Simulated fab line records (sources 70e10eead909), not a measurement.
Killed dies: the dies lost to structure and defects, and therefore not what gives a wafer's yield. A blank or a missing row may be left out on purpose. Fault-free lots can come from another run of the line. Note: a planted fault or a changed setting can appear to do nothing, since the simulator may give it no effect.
fab line records	flow nand-harc
record lots=12	wafers=34	last-day=33
route steps=1302 shown A_STAIRCASE@738 END@1302
lots that met no fault: taken from a fault-free run of the same line
start-h: hours from the record's opening day to when the first of the lot's shown wafers began	wait-h: hours since the lot's step before	" the same as in the row above	L1.1+2: several wafers, shown together as one row	- either no value or no given start	* or withheld: withheld	< > ~ a bound
route shown NAME@n: a module of which the file shows steps, and the number in the route of the first	usual: mean and standard deviation over wafers with no fault	same: alike in all rows	chamber/n: place in a boat	sites: each site's reading	_std_site: the values' standard deviation	_edge_site: inner sites' mean taken away from outer sites' mean	radius-mm: for every site, how far away it sits from the centre of the wafer	mask NAME#n: copy n	behind: tool/chamber where the wafer was last shaped	hold: the reason the lot was held/the length of the hold in hours/how it ended	device: the n, p or np transistor that did not switch	end of line: tests run on the same wafers once the route is complete	step lacking rows: just its recipe	killed: at the first sort, the dies lost to defects and structure; wafer yield is something else	map: shows each die of a wafer: x if killed, . if not, _ if none is there
set.NAME: the run value of the setting; set.NAME@STEP: its run value at that earlier step	model.NAME: the simulator's own value behind a step, which no gauge read
route steps across a sampled set of lots; one table per step, one row per wafer
services: from which hour (start-h, from the record's first day; less than 0 if before it) a tool's chamber was out of use, for how many hours, and why
## steps
# step NHARC_A_STAIRCASE_TRIM_224
# recipe time-s=211.2	o2-flow-sccm=500	ar-flow-sccm=0	bias-w=0	chemistry=O2
# usual drypump-motor-current-A=5.7/0.53	oes-product-au=0.997/0.0097	rf-vpp-V=57.6/0.91	showerhead-plenum-p-Torr=3.50/0.097	throttle-valve-pct=17.035/0.01
lot.wafer	tool	chamber	start-h	wait-h	drypump-motor-current-A	oes-product-au	rf-hours-counter-h	rf-vpp-V	showerhead-plenum-p-Torr	throttle-valve-pct
L938.1	rie-diel-11	3	-	-	6.1	1.021	32	57.2	3.32	17.034
L938.4	"	0	"	"	6.5	0.994	32	57.5	3.43	17.021
L938.3	"	2	"	"	5.6	1.009	30	57.2	3.61	17.045
L939.1	rie-diel-13	1	-	-	5.6	0.996	6	55.3	3.38	17.040
L939.3	"	0	"	"	5.6	0.992	0	58.7	3.68	17.034
L939.5	"	1	"	"	5.6	0.994	-	57.4	3.38	17.033
L941.3	rie-diel-13	1	-	-	5.6	0.987	13	56.7	3.37	17.035
L941.2	"	2	"	"	5.0	1.005	12	57.1	3.51	17.038
L941.1	"	3	"	"	6.3	0.999	12	58.4	3.58	17.035
L942.4	rie-diel-11	2	-	-	5.6	0.995	-	58.7	3.60	17.045
L942.5	"	0	"	"	6.5	1.006	-	56.8	3.42	17.026
L942.6	"	2	"	"	5.6	0.999	-	57.6	3.60	17.055
L949.1	rie-diel-13	2	-	-	5.0	1.009	40	57.1	3.49	17.023
L949.5	"	1	"	"	5.6	0.974	-	56.8	3.36	17.029
L950.1	rie-diel-02	2	-	-	6.4	1.002	24	56.7	3.47	17.059
L950.4	"	0	"	"	5.1	0.999	28	55.9	3.55	17.030
L954.2	rie-diel-11	2	-	-	5.6	0.998	35	55.9	3.57	17.043
L954.4	"	3	"	"	6.1	1.005	31	59.0	3.30	17.040
L954.5	"	1	"	"	5.7	1.006	-	58.6	3.53	17.033
L955.3	rie-diel-02	1	-	-	6.3	0.999	40	57.7	3.58	17.034
L955.4	"	2	"	"	6.4	0.995	39	55.5	3.46	17.037
L955.1	"	0	"	"	5.1	1.001	42	57.9	3.54	17.033
L956.1	rie-diel-02	2	-	-	6.4	0.997	49	56.1	3.46	17.042
L956.4	"	0	"	"	5.1	0.994	-	58.0	3.53	17.036
L956.6	"	1	"	"	6.4	0.996	-	58.0	3.58	17.050
L958.3	rie-diel-13	1	-	-	5.6	1.007	8	57.6	3.35	17.025
L958.4	"	1	"	"	5.6	0.999	-	58.5	3.35	17.017
L958.5	"	2	"	"	5.0	1.001	-	58.1	3.48	17.029
L957.2	rie-diel-02	1	-	-	6.3	0.981	54	59.0	3.58	17.021
L957.4	"	3	"	"	5.2	0.983	51	58.4	3.44	17.044
L957.6	"	1	"	"	6.3	0.995	-	56.5	3.58	17.036
L960.1	rie-diel-13	0	-	-	5.6	0.991	23	56.9	3.65	17.029
L960.3	"	1	"	"	5.6	0.990	25	57.3	3.34	17.029
L960.6	"	1	"	"	5.6	0.993	-	57.9	3.34	17.024
# step NHARC_A_STAIRCASE_STRIP_238
# recipe power-w=1500	temp-c=250	chemistry=O2
# usual drypump-motor-current-A=5.7/0.63	heater-power-w=316/37
lot.wafer	tool	chamber	start-h	wait-h	drypump-motor-current-A	heater-power-w	rf-hours-counter-h
L938.1	plasma-asher-01	1	360.68	0.1	6.2	371	2
L938.4	"	1	"	"	6.2	360	-
L938.3	"	0	"	"	6.3	334	-
L939.1	plasma-asher-02	0	375.79	0.1	4.7	279	15
L939.3	"	0	"	"	4.7	281	-
L939.5	"	1	"	"	5.6	287	-
L941.1	plasma-asher-01	0	393.52	0.1	6.3	332	9
L941.2	"	1	"	"	6.2	372	9
L941.3	"	0	"	"	6.3	344	-
L942.4	plasma-asher-01	1	409.47	0.2	6.2	362	-
L942.6	"	0	"	"	6.3	346	-
L942.5	"	1	"	"	6.1	358	-
L949.1	plasma-asher-01	1	472.10	0.4	6.1	361	26
L949.5	"	1	"	"	6.1	356	-
L950.1	plasma-asher-02	1	485.97	0.1	5.6	280	1
L950.4	"	0	"	"	4.7	279	-
L954.2	plasma-asher-02	1	529.81	0.1	5.6	275	11
L954.4	"	1	"	"	5.6	270	-
L954.5	"	1	"	"	5.6	273	-
L955.1	plasma-asher-01	0	530.07	0.1	6.3	338	0
L955.4	"	1	"	"	6.1	347	-
L955.3	"	0	"	"	6.3	353	-
L956.1	plasma-asher-02	0	556.61	0.1	4.7	272	16
L956.4	"	0	"	"	4.7	278	-
L956.6	"	1	"	"	5.6	274	-
L957.2	plasma-asher-01	0	563.69	0.1	6.3	351	6
L957.4	"	0	"	"	6.3	346	-
L957.6	"	0	"	"	6.3	344	-
L958.4	plasma-asher-02	0	563.72	0.2	4.7	275	-
L958.3	"	1	"	"	5.6	278	-
L958.5	"	1	"	"	5.6	277	-
L960.1	plasma-asher-02	1	596.36	0.1	5.6	279	24
L960.3	"	0	"	"	4.7	282	-
L960.6	"	1	"	"	5.6	281	-
# step NHARC_A_STAIRCASE_DESCUM_252
# recipe time-s=3	o2-flow-sccm=200	ar-flow-sccm=0	bias-power-w=0	chemistry=O2
# usual drypump-motor-current-A=5.8/0.53	oes-product-au=0.996/0.01	rf-vpp-V=57.8/0.88	showerhead-plenum-p-Torr=1.90/0.055	throttle-valve-pct=11.311/0.0079
lot.wafer	tool	chamber	start-h	wait-h	drypump-motor-current-A	oes-product-au	rf-hours-counter-h	rf-vpp-V	showerhead-plenum-p-Torr	throttle-valve-pct
L938.3	rie-diel-11	3	362.19	-	6.1	1.009	33	59.1	1.79	11.310
L938.4	"	1	"	"	5.7	0.981	30	57.3	1.93	11.309
L938.1	"	2	"	"	5.6	0.998	30	58.7	1.96	11.322
L939.1	rie-diel-13	1	377.18	-	5.6	0.995	7	57.9	1.82	11.326
L939.3	"	3	"	"	6.3	0.998	6	57.5	1.95	11.305
L939.5	"	1	"	"	5.6	0.990	-	58.7	1.82	11.310
L941.1	rie-diel-13	2	396.78	-	4.9	1.005	14	56.2	1.90	11.312
L941.3	"	3	"	"	6.3	1.009	13	58.1	1.94	11.320
L941.2	"	1	"	"	5.6	0.998	14	57.1	1.82	11.318
L942.4	rie-diel-02	0	410.85	-	5.1	1.001	2	57.5	1.93	11.306
L942.5	"	0	"	"	5.1	0.995	-	58.6	1.93	11.304
L942.6	"	1	"	"	6.3	1.001	-	56.5	1.96	11.302
L949.1	rie-diel-02	3	473.63	-	5.2	1.009	25	57.0	1.87	11.292
L949.5	"	1	"	"	6.3	0.989	-	57.7	1.95	11.306
L950.4	rie-diel-02	1	487.43	-	6.3	0.983	26	57.2	1.95	11.316
L950.1	"	2	"	"	6.3	1.000	25	57.5	1.88	11.306
L954.2	rie-diel-11	0	531.34	-	6.5	0.965	33	57.1	1.83	11.300
L954.4	"	1	"	"	5.6	0.987	37	58.0	1.91	11.311
L954.5	"	0	"	"	6.5	0.970	-	57.7	1.83	11.327
L955.3	rie-diel-11	0	531.66	-	6.5	0.967	33	58.0	1.83	11.310
L955.4	"	1	"	"	5.6	0.984	37	57.9	1.91	11.298
L955.1	"	3	"	"	6.1	0.988	33	57.6	1.78	11.311
L956.1	rie-diel-02	1	558.02	-	6.3	0.989	53	57.0	1.94	11.330
L956.4	"	2	"	"	6.3	0.994	-	59.0	1.87	11.320
L956.6	"	0	"	"	5.1	1.000	-	57.6	1.92	11.306
L958.3	rie-diel-11	1	565.01	-	5.7	0.994	45	57.0	1.91	11.311
L958.4	"	3	"	"	6.1	0.999	42	56.6	1.78	11.314
L958.5	"	2	"	"	5.6	0.990	-	58.0	1.94	11.315
L957.2	rie-diel-11	0	565.21	-	6.5	0.973	42	58.5	1.83	11.304
L957.4	"	2	"	"	5.6	0.978	44	58.5	1.94	11.312
L957.6	"	0	"	"	6.5	0.983	-	58.3	1.83	11.309
L960.1	rie-diel-02	3	597.86	-	5.2	1.000	5	57.3	1.86	11.312
L960.3	"	2	"	"	6.3	1.005	5	59.0	1.87	11.297
L960.6	"	0	"	"	5.1	1.008	-	58.1	1.91	11.301
# step NHARC_A_STAIRCASE_ETCH_253
# recipe target-depth-a=500	time-s=20.2	ion-energy-ev=400	c4f8-flow-sccm=20	o2-flow-sccm=10	ar-flow-sccm=withheld	rf-w=600	bias-w=1000	chemistry=C4F8/O2
# usual oes-product-au=0.952/0.02	rf-vpp-V=895/3.6	run-length-s=41.6/0.47
lot.wafer	tool	chamber	start-h	wait-h	oes-product-au	rf-hours-counter-h	rf-vpp-V	run-length-s
L938.1	rie-diel-11	2	362.75	0.5	0.925	30	898	41.7
L938.3	"	3	"	"	0.942	33	889	42.1
L938.4	"	0	"	"	0.914	33	891	41.4
L939.1	rie-diel-13	1	377.26	0.1	0.960	7	890	40.6
L939.3	"	2	"	"	0.979	6	896	42.0
L939.5	"	2	"	"	0.981	-	896	42.0
L941.1	rie-diel-13	1	396.92	0.1	0.955	14	890	40.6
L941.3	"	2	"	"	0.950	14	895	42.1
L941.2	"	3	"	"	0.948	13	897	41.1
L942.4	rie-diel-02	2	410.94	0.1	0.964	2	894	41.8
L942.6	"	2	"	"	0.974	-	894	41.6
L942.5	"	3	"	"	0.968	-	894	41.3
L949.1	rie-diel-02	3	473.71	0.1	0.973	25	895	44.1
L949.5	"	1	"	"	0.966	-	899	41.3
L950.4	rie-diel-02	2	487.52	0.1	0.963	25	894	41.6
L950.1	"	3	"	"	0.977	29	893	44.6
L954.4	rie-diel-11	2	531.62	0.3	0.935	36	898	41.9
L954.2	"	3	"	"	0.941	33	888	42.1
L954.5	"	3	"	"	0.927	-	887	42.2
L955.4	rie-diel-11	3	532.09	0.4	0.939	33	889	42.3
L955.3	"	0	"	"	0.916	33	891	41.3
L955.1	"	2	"	"	0.923	37	898	41.9
L956.1	rie-diel-02	2	558.11	0.1	0.962	51	893	41.9
L956.4	"	0	"	"	0.964	-	896	41.8
L956.6	"	1	"	"	0.969	-	898	41.1
L958.3	rie-diel-11	2	565.10	0.1	0.910	44	897	41.6
L958.4	"	0	"	"	0.896	42	890	41.7
L958.5	"	2	"	"	0.921	-	897	41.9
L957.2	rie-diel-11	0	565.29	0.1	0.904	42	891	41.9
L957.4	"	3	"	"	0.915	42	887	42.1
L957.6	"	1	"	"	0.922	-	896	42.1
L960.3	rie-diel-02	2	597.99	0.1	0.987	5	894	42.4
L960.1	"	3	"	"	0.953	5	892	41.1
L960.6	"	0	"	"	0.959	-	895	41.4
# step NHARC_END_SORT_01
# recipe temp-c=25
# usual killed-at-array=54/17	killed-at-other=1.0/1.4	killed-at-periphery=3.6/2.1	killed-dies=58/17	killed-open=3.2/2	killed-short=2.5/1.5
# same gross-dies=677
lot.wafer	tool	chamber	start-h	wait-h	killed-at-array	killed-at-other	killed-at-periphery	killed-dies	killed-open	killed-short
L950.1	prober-01	0	686.91	2.5	27	0	7	34	5	3
L950.4	prober-01	0	689.36	3.4	23	1	8	32	3	4
# killed by level:class
L950.1 A_SLIT:chamber-film-flake=8 A_CHANNEL_HOLE_D1:chamber-film-flake=5 P_BONDPAD:chamber-film-flake=4 A_CONTACT:chamber-film-flake=3 A_CHANNEL_HOLE_D2:geometric-particle:open=2 P_GATE:geometric-particle:short=1 A_CHANNEL_HOLE_D1:geometric-particle:open=1 A_ONON_D2:geometric-particle:open=1
L950.4 A_CHANNEL_HOLE_D1:chamber-film-flake=7 P_BONDPAD:chamber-film-flake=6 A_BLC:chamber-film-flake=5 A_WL_FILL:geometric-particle:short=2 A_CHANNEL_HOLE_D1:geometric-particle:short=1 A_CHANNEL_FILL_D1:geometric-particle:open=1 A_BLC:geometric-particle:short=1 A_M0:geometric-particle:open=1
## services
tool	chamber	start-h	hours	kind
rie-diel-13	2	335.48	6.1	repair
rie-diel-11	0	338.19	-	clean
rie-diel-11	1	338.19	-	clean
rie-diel-11	2	338.19	-	clean
rie-diel-11	3	338.19	-	clean
rie-diel-13	0	340.89	31.2	repair
plasma-asher-01	-	342.00	9.0	pm
rie-diel-13	-	345.91	9.0	pm
rie-diel-11	0	362.74	-	clean
rie-diel-11	1	362.74	-	clean
rie-diel-13	0	377.43	11.2	repair
rie-diel-02	-	393.87	9.0	pm
rie-diel-11	1	399.63	34.1	repair
rie-diel-11	3	405.17	43.9	repair
rie-diel-11	-	432.79	9.0	pm
plasma-asher-02	-	469.29	9.0	pm
rie-diel-11	0	469.56	11.5	repair
rie-diel-02	3	511.41	3.6	repair
plasma-asher-01	-	519.19	9.0	pm
rie-diel-13	-	522.91	9.0	pm
rie-diel-13	3	546.24	106.8	repair
rie-diel-13	0	566.03	6.0	repair
rie-diel-02	-	570.87	9.0	pm
plasma-asher-01	-	587.98	2.5	repair
## key
first-sign step=NHARC_A_STAIRCASE_ETCH_253	reading=run-length-s	direction=up	sigmas=5.8	usual=*	struck=*
effect none on later readings
met-at NHARC_A_STAIRCASE_ETCH_253
struck-lots L949,L950
struck-wafers L949.1,L950.1
tester-left-out L949,L950
not-acting-at NHARC_A_STAIRCASE_TRIM_224,NHARC_A_STAIRCASE_STRIP_238,NHARC_A_STAIRCASE_DESCUM_252
onset-between 410.94 473.71
fault kind=process-parameter-drift	tool=rie-diel-02	chamber=-	onset-h=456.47	steps=NHARC_A_STAIRCASE_ETCH_253	channel=time-s	offset=*	shape=step	end-h=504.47	scope=struck-wafers-only	acts-in=*	stated=*
# tester-left-out: of these lots the tester's yield and bins aren't shown, on N5 and GAA mostly nor the transistor test; their killed dies are dies lost to structure and defects alone, not to doping, threshold or leakage, so they don't give the yield
